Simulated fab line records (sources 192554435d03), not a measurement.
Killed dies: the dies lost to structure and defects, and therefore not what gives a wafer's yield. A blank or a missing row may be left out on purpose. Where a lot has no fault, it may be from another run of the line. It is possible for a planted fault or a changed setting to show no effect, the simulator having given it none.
fab line records ; flow n5-finfet
record lots=10; wafers=29; last-day=17
route steps=1938 shown BEOL_M14@1757 BEOL_M15@1773 PASSIVATION@1936
lots untouched by any fault: they come from a run of this same line in which no faults occurred
start-h: start of the lot's first displayed wafer, in hours after the record's first day ; wait-h: hours elapsed since this lot's preceding step ; " repeats the value in the row above ; L1.1+2: a row that stands for several wafers ; - either no value or no given start ; * or withheld: withheld ; < > ~ a bound
route shown NAME@n: names a module that has steps shown in the file, with the first one's number in the route ; usual: mean/standard deviation of fault-free wafers ; same: alike in all rows ; chamber/n: place in a boat ; sites: the reading at each site ; _std_site: how widely they spread, as a standard deviation ; _edge_site: the outer-site mean with the inner-site mean subtracted ; radius-mm: how far each site lies from the wafer's centre ; mask NAME#n: copy n ; behind: the most recent tool/chamber to have shaped the wafer ; hold: what put the lot on hold/how long, in hours/how the hold closed ; device: names the non-switching transistor (n, p or np) ; end of line: at the end of the route, the tests of the same wafers ; step lacking rows: just its recipe ; killed: dies that structure and defects cost at the first sort, which is not the same as the wafer's yield ; map: a wafer's dies, x killed, . not, _ none there
set.NAME: the setting the step ran with; set.NAME@STEP: the setting that earlier step ran with ; model.NAME: the simulator's own value behind a step, which no gauge read
steps of the route over a sample of lots; a table a step, a row a wafer
services: from which hour (start-h, from the record's first day; less than 0 if before it) a tool's chamber was out of use, for how many hours, and why
## steps
# step N5_BEOL_M14_ETCH_38
# recipe chemistry=CF4/N2; target=SiCN; target-depth-a=1065; taper-deg=2; time-s=120.6; ion-energy-ev=150; mask-material=SiO2; pressure-mtorr=40; source-w=430; bias-w=70; Ar_flow_sccm=100; cf4-flow-sccm=60; n2-flow-sccm=60
# usual cf4-flow-sccm=60.01/0.17; drypump-motor-current-A=5.6/0.5; oes-product-au=0.79/0.084; rf-vpp-V=382.6/2.2; showerhead-plenum-p-Torr=2.21/0.084; throttle-valve-pct=15.48/0.24
lot.wafer;tool;chamber;start-h;wait-h;cf4-flow-sccm;drypump-motor-current-A;oes-product-au;rf-hours-counter-h;rf-vpp-V;showerhead-plenum-p-Torr;throttle-valve-pct
L863.2;rie-diel-05;1;-;-;59.90;5.1;0.84;70;380.7;2.16;15.34
L863.3;rie-diel-05;0;-;-;60.03;5.9;0.74;151;385.1;2.31;15.78
L863.4;rie-diel-05;2;-;-;59.59;5.4;0.82;81;384.1;2.31;15.22
L864.2;rie-diel-04;3;-;-;59.90;5.1;0.75;154;381.7;2.21;15.64
L864.3;rie-diel-04;2;-;-;59.80;6.3;0.83;84;380.9;2.15;15.65
L864.5;rie-diel-04;2;-;-;59.82;6.3;0.83;-;381.2;2.15;15.65
L865.1;rie-diel-04;3;-;-;60.05;5.1;0.75;159;381.4;2.20;15.62
L865.2;rie-diel-04;0;-;-;59.87;5.7;0.66;246;382.9;2.26;15.54
L865.3;rie-diel-04;1;-;-;59.85;5.8;0.71;212;380.2;2.09;15.38
L867.2;rie-diel-05;2;-;-;59.91;5.3;0.81;89;385.1;2.31;15.24
L867.3;rie-diel-05;1;-;-;59.93;5.1;0.82;79;382.1;2.15;15.37
L867.6;rie-diel-05;2;-;-;59.95;5.4;0.80;-;385.9;2.31;15.24
L872.3;rie-diel-05;1;-;-;59.84;5.1;0.80;92;381.5;2.15;15.42
L872.4;rie-diel-05;2;-;-;59.86;5.3;0.79;102;386.4;2.30;15.24
L872.5;rie-diel-05;3;-;-;59.99;6.4;0.90;-;386.0;2.34;15.15
L876.2;rie-diel-04;1;-;-;59.94;5.8;0.70;234;379.9;2.08;15.42
L876.3;rie-diel-04;0;-;-;60.12;5.7;0.94;-;383.3;2.25;15.10
L877.1;rie-diel-06;2;-;-;60.01;5.3;0.69;246;382.4;2.16;15.75
L877.4;rie-diel-06;3;-;-;60.02;4.8;0.87;-;385.8;2.33;15.41
L877.5;rie-diel-06;2;-;-;60.11;5.3;0.69;-;381.5;2.16;15.73
L881.1;rie-diel-04;3;-;-;60.02;5.0;0.71;193;382.7;2.19;15.70
L881.4;rie-diel-04;0;-;-;59.86;5.7;0.90;-;383.8;2.25;15.13
L881.5;rie-diel-04;2;-;-;59.85;6.3;0.78;-;380.8;2.14;15.74
L884.1;rie-diel-06;0;-;-;60.00;4.8;0.70;231;379.4;2.10;15.62
L884.2;rie-diel-06;2;-;-;59.92;5.3;0.98;1;381.4;2.16;15.30
L884.5;rie-diel-06;2;-;-;60.02;5.3;0.99;-;381.6;2.16;15.28
L882.1;rie-diel-05;2;-;-;59.87;5.4;0.77;119;384.5;2.29;15.30
L882.4;rie-diel-05;3;-;-;59.97;6.4;0.85;44;386.3;2.33;15.18
L882.6;rie-diel-05;1;-;-;60.27;5.1;0.79;-;382.8;2.14;15.43
# step N5_BEOL_M14_ANNEAL_48
# recipe temp-c=225; time-s=90; ambient=N2
# usual wafer_temp_C_max=226.13/0.26
lot.wafer;tool;chamber;start-h;wait-h;wafer_temp_C_max
L863.2;rtp-anneal-02;0;259.32;0.2;226.16
L863.3;rtp-anneal-02;0;259.32;0.2;226.18
L863.4;rtp-anneal-02;0;259.32;0.2;226.61
L864.2;rtp-anneal-02;0;260.20;0.2;226.30
L864.3;rtp-anneal-02;0;260.20;0.2;226.13
L864.5;rtp-anneal-02;0;260.20;0.2;227.02
L865.1;rtp-anneal-02;0;275.96;0.1;226.59
L865.2;rtp-anneal-02;0;275.96;0.1;226.41
L865.3;rtp-anneal-02;0;275.96;0.1;226.34
L867.2;rtp-anneal-01;0;283.44;0.2;226.08
L867.3;rtp-anneal-01;0;283.44;0.2;225.95
L867.6;rtp-anneal-01;0;283.44;0.2;226.11
L872.3;rtp-anneal-01;0;322.97;0.2;226.08
L872.4;rtp-anneal-01;0;322.97;0.2;226.01
L872.5;rtp-anneal-01;0;322.97;0.2;225.70
L876.2;rtp-anneal-02;0;331.89;0.6;225.95
L876.3;rtp-anneal-02;0;331.89;0.6;225.52
L877.1;rtp-anneal-02;0;347.74;3.1;226.34
L877.4;rtp-anneal-02;0;347.74;3.1;226.23
L877.5;rtp-anneal-02;0;347.74;3.1;226.71
L881.1;rtp-anneal-01;0;374.28;0.1;226.27
L881.4;rtp-anneal-01;0;374.28;0.1;226.08
L881.5;rtp-anneal-01;0;374.28;0.1;226.01
L884.1;rtp-anneal-02;0;380.57;0.7;226.03
L884.2;rtp-anneal-02;0;380.57;0.7;225.85
L884.5;rtp-anneal-02;0;380.57;0.7;226.37
L882.1;rtp-anneal-01;0;384.03;0.1;226.27
L882.4;rtp-anneal-01;0;384.03;0.1;226.36
L882.6;rtp-anneal-01;0;384.03;0.1;226.26
# step N5_BEOL_M14_RS_MEAS_54
# recipe thk-meas-gauge=four-point-probe; reads=Cu_of_BEOL_M14_ECD_47+Ta_of_BEOL_M14_SPUTTER_44+TaN_of_BEOL_M14_SPUTTER_43
# usual M14_RS=0.0333/0.00092
lot.wafer;tool;chamber;start-h;wait-h;M14_RS[ohm/sq]
L863.2;film-metro-02;-;260.00;0.1;0.0352
L863.3;film-metro-02;-;260.00;0.1;0.0329
L863.4;film-metro-02;-;260.00;0.1;0.0341
L864.2;film-metro-01;-;260.87;0.1;0.0347
L864.3;film-metro-01;-;260.87;0.1;0.0322
L864.5;film-metro-01;-;260.87;0.1;0.0331
L865.1;film-metro-01;-;276.72;0.1;0.0321
L865.2;film-metro-01;-;276.72;0.1;0.0344
L865.3;film-metro-01;-;276.72;0.1;0.0329
L867.2;film-metro-02;-;284.15;0.1;0.0329
L867.3;film-metro-02;-;284.15;0.1;0.0329
L867.6;film-metro-02;-;284.15;0.1;0.0326
L872.3;film-metro-02;-;323.61;0.1;0.0329
L872.4;film-metro-02;-;323.61;0.1;0.0344
L872.5;film-metro-02;-;323.61;0.1;0.0342
L876.2;film-metro-01;-;332.57;0.1;0.0335
L876.3;film-metro-01;-;332.57;0.1;0.0317
L877.1;film-metro-02;-;348.46;0.0;0.0330
L877.4;film-metro-02;-;348.46;0.0;0.0320
L877.5;film-metro-02;-;348.46;0.0;0.0336
L881.1;film-metro-01;-;375.23;0.1;0.0325
L881.4;film-metro-01;-;375.23;0.1;0.0335
L881.5;film-metro-01;-;375.23;0.1;0.0325
L884.1;film-metro-01;-;381.30;0.0;0.0340
L884.2;film-metro-01;-;381.30;0.0;0.0330
L884.5;film-metro-01;-;381.30;0.0;0.0340
L882.1;film-metro-02;-;384.75;0.0;0.0324
L882.4;film-metro-02;-;384.75;0.0;0.0342
L882.6;film-metro-02;-;384.75;0.0;0.0325
# step N5_BEOL_M15_ILD_DEP_00
# recipe material=SiO2; target-thk-a=16293; temp-c=400; precursor=TEOS/O2; pressure-torr=6.5; rf-w=900; teos-flow-sccm=161.4; gas=O2; flow-sccm=2650; time-s=346.1
# usual heater-power-w=538/91; run-length-s=389.1/0.67; showerhead-plenum-p-Torr=8.337/0.03; throttle-valve-pct=18.5/0.55
lot.wafer;tool;chamber;start-h;wait-h;heater-power-w;run-length-s;showerhead-plenum-p-Torr;throttle-valve-pct
L863.2;pecvd-04;0;260.06;0.0;503;389.8;8.291;18.7
L863.3;pecvd-04;1;260.06;0.0;510;389.1;8.405;18.4
L863.4;pecvd-04;1;260.06;0.0;563;389.2;8.413;18.2
L864.2;pecvd-01;2;260.94;0.0;568;388.7;8.358;18.1
L864.3;pecvd-01;0;260.94;0.0;411;387.9;8.317;18.4
L864.5;pecvd-01;2;260.94;0.0;435;389.3;8.362;18.4
L865.1;pecvd-04;1;276.78;0.0;485;390.2;8.394;18.3
L865.2;pecvd-04;2;276.78;0.0;696;389.0;8.327;18.1
L865.3;pecvd-04;0;276.78;0.0;493;389.6;8.314;18.9
L867.2;pecvd-04;1;284.21;0.0;505;389.8;8.398;18.3
L867.3;pecvd-04;0;284.21;0.0;430;389.6;8.303;18.6
L867.6;pecvd-04;2;284.21;0.0;547;388.5;8.354;17.9
L872.3;pecvd-04;1;323.67;0.0;447;389.5;8.412;18.2
L872.4;pecvd-04;1;323.67;0.0;528;699.3;8.386;18.5
L872.5;pecvd-04;0;323.67;0.0;383;389.7;8.300;18.6
L876.2;pecvd-04;0;332.63;0.0;442;699.5;8.285;19.1
L876.3;pecvd-04;2;332.63;0.0;608;388.7;8.348;18.2
L877.1;pecvd-04;0;348.52;0.0;512;390.1;8.307;18.9
L877.4;pecvd-04;1;348.52;0.0;426;699.7;8.403;18.5
L877.5;pecvd-04;0;348.52;0.0;378;389.7;8.313;18.7
L881.1;pecvd-01;2;375.29;0.0;491;389.0;8.342;18.6
L881.4;pecvd-01;0;375.29;0.0;355;388.4;8.326;18.4
L881.5;pecvd-01;1;375.29;0.0;543;390.2;8.312;19.7
L884.1;pecvd-02;2;381.36;0.0;573;388.7;8.331;18.2
L884.2;pecvd-02;1;381.36;0.0;541;388.1;8.326;19.1
L884.5;pecvd-02;0;381.36;0.0;528;389.3;8.340;18.0
L882.1;pecvd-02;0;384.81;0.0;656;389.4;8.346;18.3
L882.4;pecvd-02;0;384.81;0.0;506;389.2;8.353;18.4
L882.6;pecvd-02;2;384.81;0.0;580;389.0;8.355;18.2
# step N5_BEOL_M15_THK_MEAS_01
# recipe reads=SiO2_of_BEOL_M15_ILD_DEP_00
# usual M15_ILD_THK=1631/25
lot.wafer;tool;chamber;start-h;wait-h;M15_ILD_THK[nm]
L863.2;film-metro-01;-;260.31;0.1;1623
L863.3;film-metro-01;-;260.31;0.1;1626
L863.4;film-metro-01;-;260.31;0.1;1620
L864.2;film-metro-01;-;261.19;0.1;1620
L864.3;film-metro-01;-;261.19;0.1;1632
L864.5;film-metro-01;-;261.19;0.1;1628
L865.1;film-metro-01;-;277.03;0.1;1617
L865.2;film-metro-01;-;277.03;0.1;1633
L865.3;film-metro-01;-;277.03;0.1;1617
L867.2;film-metro-01;-;284.46;0.1;1611
L867.3;film-metro-01;-;284.46;0.1;1643
L867.6;film-metro-01;-;284.46;0.1;1677
L872.3;film-metro-01;-;323.92;0.1;1626
L872.4;film-metro-01;-;323.92;0.1;3087
L872.5;film-metro-01;-;323.92;0.1;1654
L876.2;film-metro-01;-;332.88;0.1;3054
L876.3;film-metro-01;-;332.88;0.1;1625
L877.1;film-metro-01;-;348.77;0.1;1602
L877.4;film-metro-01;-;348.77;0.1;3089
L877.5;film-metro-01;-;348.77;0.1;1636
L881.1;film-metro-02;-;375.54;0.1;1621
L881.4;film-metro-02;-;375.54;0.1;1638
L881.5;film-metro-02;-;375.54;0.1;1635
L884.1;film-metro-02;-;381.61;0.1;1652
L884.2;film-metro-02;-;381.61;0.1;1636
L884.5;film-metro-02;-;381.61;0.1;1666
L882.1;film-metro-02;-;385.06;0.1;1638
L882.4;film-metro-02;-;385.06;0.1;1673
L882.6;film-metro-02;-;385.06;0.1;1677
# step N5_BEOL_M15_CD_MEAS_17
# recipe target-cd-nm=360; polarity=opening
# usual cd-nm=360.6/2.1
lot.wafer;tool;chamber;start-h;wait-h;cd-nm
L863.2;cd-sem-03;-;261.33;0.0;358.8
L863.3;cd-sem-03;-;261.33;0.0;355.5
L863.4;cd-sem-03;-;261.33;0.0;355.4
L864.2;cd-sem-03;-;262.20;0.0;360.0
L864.3;cd-sem-03;-;262.20;0.0;360.4
L864.5;cd-sem-03;-;262.20;0.0;357.9
L865.1;cd-sem-01;-;278.05;0.0;361.5
L865.2;cd-sem-01;-;278.05;0.0;360.2
L865.3;cd-sem-01;-;278.05;0.0;356.0
L867.2;cd-sem-01;-;285.48;0.0;361.5
L867.3;cd-sem-01;-;285.48;0.0;359.8
L867.6;cd-sem-01;-;285.48;0.0;363.8
L872.3;cd-sem-03;-;324.94;0.0;358.0
L872.4;cd-sem-03;-;324.94;0.0;372.1
L872.5;cd-sem-03;-;324.94;0.0;362.0
L876.2;cd-sem-02;-;333.77;0.0;374.6
L876.3;cd-sem-02;-;333.77;0.0;363.6
L877.1;cd-sem-03;-;349.66;0.0;359.3
L877.4;cd-sem-03;-;349.66;0.0;376.7
L877.5;cd-sem-03;-;349.66;0.0;358.9
L881.1;cd-sem-03;-;376.56;0.0;359.2
L881.4;cd-sem-03;-;376.56;0.0;362.9
L881.5;cd-sem-03;-;376.56;0.0;362.2
L884.1;cd-sem-02;-;382.82;0.0;359.1
L884.2;cd-sem-02;-;382.82;0.0;355.5
L884.5;cd-sem-02;-;382.82;0.0;358.9
L882.1;cd-sem-01;-;385.96;0.0;362.6
L882.4;cd-sem-01;-;385.96;0.0;363.1
L882.6;cd-sem-01;-;385.96;0.0;362.9
# step N5_PASSIVATION_PROBE_49
# usual defect-limited-yield=91.3/1.5; killed_at_M0_to_M3=35/10; killed_at_M4_up=12/4.6; killed-at-contacts=13/6.6; killed-at-front-end=39/11; killed-at-other=4/3.4; killed-dies=103/17; killed-open=67/13; killed-short=35/8.2; sort_bin_5_function=5.1/0.94; sort_bin_6_memory=3.2/0.7; sort-n-pass=1077/17; sort-yield-pct=91.3/1.5
# same gross-dies=1180; killed-at-back-side=0; sort_bin_4_leakage[%]=0; sort_bin_8_speed[%]=0
lot.wafer;tool;chamber;start-h;wait-h;defect-limited-yield[%];killed_at_M0_to_M3;killed_at_M4_up;killed-at-contacts;killed-at-front-end;killed-at-other;killed-dies;killed-open;killed-short;sort_bin_5_function[%];sort_bin_6_memory[%];sort-n-pass;sort-yield-pct[%]
L863.2;prober-01;-;281.68;0.1;93.4;24;15;6;33;0;78;45;33;3.2;3.0;1102;93.4
L863.3;prober-01;-;281.73;0.1;91.0;36;14;21;33;2;106;68;37;5.3;3.2;1074;91.0
L863.4;prober-01;-;281.78;0.2;93.1;34;5;5;35;2;81;59;20;4.3;2.3;1099;93.1
L867.2;prober-01;-;303.20;0.1;91.2;30;13;14;44;3;104;63;36;4.1;3.5;1076;91.2
L867.3;prober-01;-;303.25;0.1;89.9;41;12;11;49;6;119;69;50;6.1;3.4;1061;89.9
L867.6;prober-01;-;303.40;0.3;92.7;34;19;11;22;0;86;56;30;3.8;3.0;1094;92.7
L872.3;prober-02;-;345.66;0.1;92.6;18;11;16;38;4;87;47;39;3.6;3.1;1093;92.6
L872.4;prober-02;-;345.71;0.2;93.1;32;12;20;17;1;82;55;26;4.2;2.7;1098;93.1
L872.5;prober-02;-;345.76;0.2;93.1;30;6;15;27;3;81;52;28;4.2;2.6;1099;93.1
L876.2;prober-02;-;352.75;0.1;91.1;32;10;25;25;13;105;65;40;5.3;3.1;1075;91.1
L876.3;prober-02;-;352.80;0.1;92.3;27;4;15;38;7;91;58;33;5.0;2.3;1089;92.3
L877.1;prober-01;-;373.68;0.0;92.5;36;12;11;27;2;88;64;23;4.3;2.7;1092;92.5
L877.4;prober-01;-;373.83;0.2;92.7;29;11;6;37;3;86;56;30;4.6;2.5;1094;92.7
L877.5;prober-01;-;373.88;0.2;92.9;23;14;7;36;4;84;59;25;4.5;2.5;1096;92.9
L881.1;prober-02;-;393.75;0.0;90.2;55;16;9;36;0;116;76;40;5.7;3.8;1064;90.2
L881.4;prober-02;-;393.90;0.2;91.8;44;19;16;18;0;97;73;24;4.9;2.6;1083;91.8
L881.5;prober-02;-;393.95;0.2;90.6;56;9;17;27;2;111;73;37;5.1;4.2;1069;90.6
L884.1;prober-02;-;404.37;0.0;89.0;45;13;22;42;8;130;96;33;6.9;4.2;1050;89.0
L884.2;prober-02;-;404.42;0.1;88.7;54;14;26;29;10;133;92;40;7.2;3.9;1047;88.7
L884.5;prober-02;-;404.57;0.2;89.4;56;14;23;29;3;125;78;46;5.8;4.7;1055;89.4
L882.1;prober-02;-;406.11;0.0;91.9;46;10;4;31;4;95;66;29;5.3;2.6;1085;91.9
L882.4;prober-02;-;406.26;0.2;94.9;10;12;15;23;0;60;38;21;2.8;2.2;1120;94.9
L882.6;prober-02;-;406.36;0.3;93.0;40;6;5;28;4;83;53;30;4.0;3.0;1097;93.0
# killed by level:class
L863.2 BEOL_M2:geometric-particle:open=11 BEOL_M0_SAQP:geometric-particle:short=9 DUMMY_GATE:geometric-particle:open=7 FIN_SAQP:geometric-particle:short=5 GATE_CUT:geometric-particle:short=5 BEOL_M4:geometric-particle:open=5 BEOL_M5:geometric-particle:open=5 STI_FIN_REVEAL:geometric-particle:open=4
L863.3 MOL_CONTACT_COAG:geometric-particle:open=14 STI_FIN_REVEAL:geometric-particle:open=11 BEOL_M0_SAQP:geometric-particle:short=11 BEOL_M0_SAQP:geometric-particle:open=9 BEOL_M4:geometric-particle:open=8 MOL_CONTACT_COAG:geometric-particle:short=7 BEOL_M1:geometric-particle:open=6 BEOL_M3:geometric-particle:open=4
L863.4 STI_FIN_REVEAL:geometric-particle:open=13 BEOL_M0_SAQP:geometric-particle:short=7 BEOL_M0_SAQP:geometric-particle:open=6 BEOL_M3:geometric-particle:open=6 FIN_SAQP:geometric-particle:open=5 MOL_CONTACT_COAG:geometric-particle:open=5 BEOL_M1:geometric-particle:open=4 BEOL_M2:geometric-particle:open=4
L867.2 MOL_CONTACT_COAG:geometric-particle:open=13 FIN_SAQP:geometric-particle:short=9 BEOL_M4:geometric-particle:open=7 BEOL_M0_SAQP:geometric-particle:open=6 BEOL_M1:geometric-particle:open=5 BEOL_M3:geometric-particle:short=5 SPACER0:geometric-particle:open=4 GATE_CUT:geometric-particle:short=4
L867.3 FIN_SAQP:geometric-particle:short=14 FIN_SAQP:geometric-particle:open=9 MOL_CONTACT_COAG:geometric-particle:open=9 STI_FIN_REVEAL:geometric-particle:open=7 BEOL_M0_SAQP:geometric-particle:open=7 BEOL_M0_SAQP:geometric-particle:short=7 BEOL_M3:geometric-particle:open=6 BEOL_M4:geometric-particle:open=5
L867.6 BEOL_M7:geometric-particle:open=9 MOL_CONTACT_COAG:geometric-particle:open=8 FIN_SAQP:geometric-particle:short=6 BEOL_M2:geometric-particle:open=6 BEOL_M0:geometric-particle:open=5 BEOL_M1:geometric-particle:open=5 STI_FIN_REVEAL:geometric-particle:open=4 BEOL_M0_SAQP:geometric-particle:short=4
L872.3 MOL_CONTACT_COAG:geometric-particle:open=12 STI_FIN_REVEAL:geometric-particle:open=8 BEOL_M3:geometric-particle:open=8 FIN_SAQP:geometric-particle:short=7 GATE_CUT:geometric-particle:short=5 STARTING-WAFER:geometric-particle:short=5 MOL_CONTACT_COAG:geometric-particle:short=4 BEOL_M4:geometric-particle:open=4
L872.4 MOL_CONTACT_COAG:geometric-particle:open=17 BEOL_M0_SAQP:geometric-particle:open=11 BEOL_M0_SAQP:geometric-particle:short=5 BEOL_M3:geometric-particle:short=5 BEOL_M3:geometric-particle:open=5 STARTING-WAFER:geometric-particle:short=5 GATE_CUT:geometric-particle:short=3 MOL_CONTACT_COAG:geometric-particle:short=3
L872.5 MOL_CONTACT_COAG:geometric-particle:open=11 BEOL_M0_SAQP:geometric-particle:open=10 BEOL_M3:geometric-particle:open=8 BEOL_M0_SAQP:geometric-particle:short=7 FIN_SAQP:geometric-particle:open=6 FIN_SAQP:geometric-particle:short=4 ILD0:geometric-particle:open=4 MOL_CONTACT_COAG:geometric-particle:short=4
L876.2 MOL_CONTACT_COAG:geometric-particle:open=17 BEOL_M3:geometric-particle:open=12 FIN_SAQP:geometric-particle:open=8 FIN_SAQP:geometric-particle:short=8 MOL_CONTACT_COAG:geometric-particle:short=8 BEOL_M2:geometric-particle:open=8 GATE_CUT:geometric-particle:short=4 PASS1_CAP:geometric-particle:short=4
L876.3 FIN_SAQP:geometric-particle:short=15 MOL_CONTACT_COAG:geometric-particle:open=14 FIN_SAQP:geometric-particle:open=9 BEOL_M2:geometric-particle:open=9 DUMMY_GATE:geometric-particle:open=6 BEOL_M0_SAQP:geometric-particle:short=5 MIM_TOP_ETCH:geometric-particle:open=4 BEOL_M2:geometric-particle:short=4
L877.1 MOL_CONTACT_COAG:geometric-particle:open=10 STI_FIN_REVEAL:geometric-particle:open=9 BEOL_M0_SAQP:geometric-particle:open=8 BEOL_M2:geometric-particle:open=8 BEOL_M0_SAQP:geometric-particle:short=7 BEOL_M1:geometric-particle:open=6 FIN_SAQP:geometric-particle:open=5 BEOL_M5:geometric-particle:open=5
L877.4 FIN_SAQP:geometric-particle:open=11 STI_FIN_REVEAL:geometric-particle:open=10 BEOL_M0_SAQP:geometric-particle:short=9 BEOL_M2:geometric-particle:open=6 MOL_CONTACT_COAG:geometric-particle:open=5 BEOL_M0_SAQP:geometric-particle:open=5 STI_FIN_REVEAL:geometric-particle:short=4 BEOL_M4:geometric-particle:open=4
L877.5 BEOL_M0_SAQP:geometric-particle:short=8 FIN_SAQP:geometric-particle:open=7 STI_FIN_REVEAL:geometric-particle:open=7 DUMMY_GATE:geometric-particle:open=7 MOL_CONTACT_COAG:geometric-particle:open=6 BEOL_M0_SAQP:geometric-particle:open=5 BEOL_M5:geometric-particle:open=5 STARTING-WAFER:geometric-particle:open=4
L881.1 BEOL_M0_SAQP:geometric-particle:open=14 BEOL_M0_SAQP:geometric-particle:short=13 BEOL_M1:geometric-particle:open=10 BEOL_M3:geometric-particle:open=9 FIN_SAQP:geometric-particle:open=8 FIN_SAQP:geometric-particle:short=7 BEOL_M4:geometric-particle:open=7 MOL_CONTACT_COAG:geometric-particle:open=6
L881.4 BEOL_M0_SAQP:geometric-particle:open=12 BEOL_M3:geometric-particle:open=12 MOL_CONTACT_COAG:geometric-particle:open=11 BEOL_M4:geometric-particle:open=10 BEOL_M1:geometric-particle:open=8 MOL_CONTACT_COAG:geometric-particle:short=5 BEOL_M0_SAQP:geometric-particle:short=5 DUMMY_GATE:geometric-particle:open=4
L881.5 BEOL_M3:geometric-particle:open=19 MOL_CONTACT_COAG:geometric-particle:open=14 BEOL_M0_SAQP:geometric-particle:short=9 BEOL_M1:geometric-particle:open=8 FIN_SAQP:geometric-particle:open=6 BEOL_M2:geometric-particle:open=6 BEOL_M0_SAQP:geometric-particle:open=5 DUMMY_GATE:geometric-particle:open=3
L884.1 MOL_CONTACT_COAG:geometric-particle:open=17 FIN_SAQP:geometric-particle:open=14 BEOL_M4:geometric-particle:open=7 BEOL_M1:geometric-particle:open=7 BEOL_M2:geometric-particle:open=7 DUMMY_GATE:geometric-particle:open=6 BEOL_M3:geometric-particle:open=6 BEOL_M0_SAQP:geometric-particle:short=6
L884.2 MOL_CONTACT_COAG:geometric-particle:open=22 BEOL_M2:geometric-particle:open=14 BEOL_M0_SAQP:geometric-particle:short=14 FIN_SAQP:geometric-particle:open=13 BEOL_M0_SAQP:geometric-particle:open=10 BEOL_M0:geometric-particle:open=5 BEOL_M3:geometric-particle:open=5 FIN_SAQP:geometric-particle:short=4
L884.5 MOL_CONTACT_COAG:geometric-particle:open=19 BEOL_M0_SAQP:geometric-particle:open=19 BEOL_M0_SAQP:geometric-particle:short=16 BEOL_M2:geometric-particle:open=9 FIN_SAQP:geometric-particle:short=8 GATE_CUT:geometric-particle:short=8 FIN_SAQP:geometric-particle:open=4 MOL_CONTACT_COAG:geometric-particle:short=4
L882.1 BEOL_M2:geometric-particle:open=11 FIN_SAQP:geometric-particle:short=10 BEOL_M0_SAQP:geometric-particle:open=10 FIN_SAQP:geometric-particle:open=8 BEOL_M3:geometric-particle:open=8 BEOL_M0_SAQP:geometric-particle:short=6 STI_FIN_REVEAL:geometric-particle:open=4 MOL_CONTACT_COAG:geometric-particle:open=4
L882.4 MOL_CONTACT_COAG:geometric-particle:open=11 FIN_SAQP:geometric-particle:open=6 FIN_SAQP:geometric-particle:short=4 MOL_CONTACT_COAG:geometric-particle:short=4 BEOL_M4:geometric-particle:open=4 STI_FIN_REVEAL:geometric-particle:open=3 GATE_CUT:geometric-particle:short=3 BEOL_M0_SAQP:geometric-particle:open=3
L882.6 BEOL_M0_SAQP:geometric-particle:open=11 BEOL_M0_SAQP:geometric-particle:short=10 FIN_SAQP:geometric-particle:short=9 STI_FIN_REVEAL:geometric-particle:open=9 BEOL_M2:geometric-particle:open=8 BEOL_M3:geometric-particle:open=6 MOL_CONTACT_COAG:geometric-particle:open=5 BEOL_M1:geometric-particle:open=4
## services
tool;chamber;start-h;hours;kind
pecvd-01;-;246.76;2.8;pm
rie-diel-06;3;258.82;2.4;repair
pecvd-01;0;274.91;19.8;repair
rie-diel-04;0;292.44;-;clean
rie-diel-04;0;292.44;-;consumable-replace:focus-ring
rie-diel-04;0;292.44;17.5;scheduled-down
rie-diel-04;0;292.44;17.5;vent-cycle
pecvd-04;1;311.01;5.5;scheduled-down
pecvd-02;-;316.90;14.6;pm
rie-diel-04;3;323.85;12.5;repair
pecvd-04;-;324.94;0.9;repair
rie-diel-04;2;328.65;1.8;repair
rie-diel-06;1;330.77;13.6;repair
pecvd-01;0;335.00;5.5;scheduled-down
pecvd-01;-;339.16;6.0;pm
rie-diel-05;-;352.93;2.8;pm
rie-diel-06;2;358.97;-;clean
rie-diel-06;2;358.97;-;consumable-replace:focus-ring
rie-diel-05;-;366.99;4.3;pm
rie-diel-04;1;371.55;-;clean
rie-diel-04;1;371.55;-;consumable-replace:focus-ring
rie-diel-04;1;371.55;-;consumable-replace:showerhead
rie-diel-04;1;371.55;22.0;scheduled-down
rie-diel-04;1;371.55;22.0;vent-cycle
## key
first-sign step=N5_BEOL_M15_ILD_DEP_00; reading=run-length-s; direction=up; sigmas=99+; usual=*; struck=*
effect step=N5_BEOL_M15_THK_MEAS_01; reading=M15_ILD_THK; direction=up; sigmas=58; usual=1631; struck=3077
effect step=N5_BEOL_M15_CD_MEAS_17; reading=cd-nm; direction=up; sigmas=6.5; usual=360.6; struck=374.5
met-at N5_BEOL_M15_ILD_DEP_00
struck-lots L872,L876,L877
struck-wafers L872.4,L876.2,L877.4
not-acting-at N5_BEOL_M14_ETCH_38,N5_BEOL_M14_ANNEAL_48,N5_BEOL_M14_RS_MEAS_54
onset-between 284.21 323.67
fault kind=process-parameter-drift; tool=pecvd-04; chamber=-; onset-h=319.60; steps=N5_BEOL_M15_ILD_DEP_00; channel=time-s; offset=*; shape=step; end-h=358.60; scope=struck-wafers-only; acts-in=*; stated=*
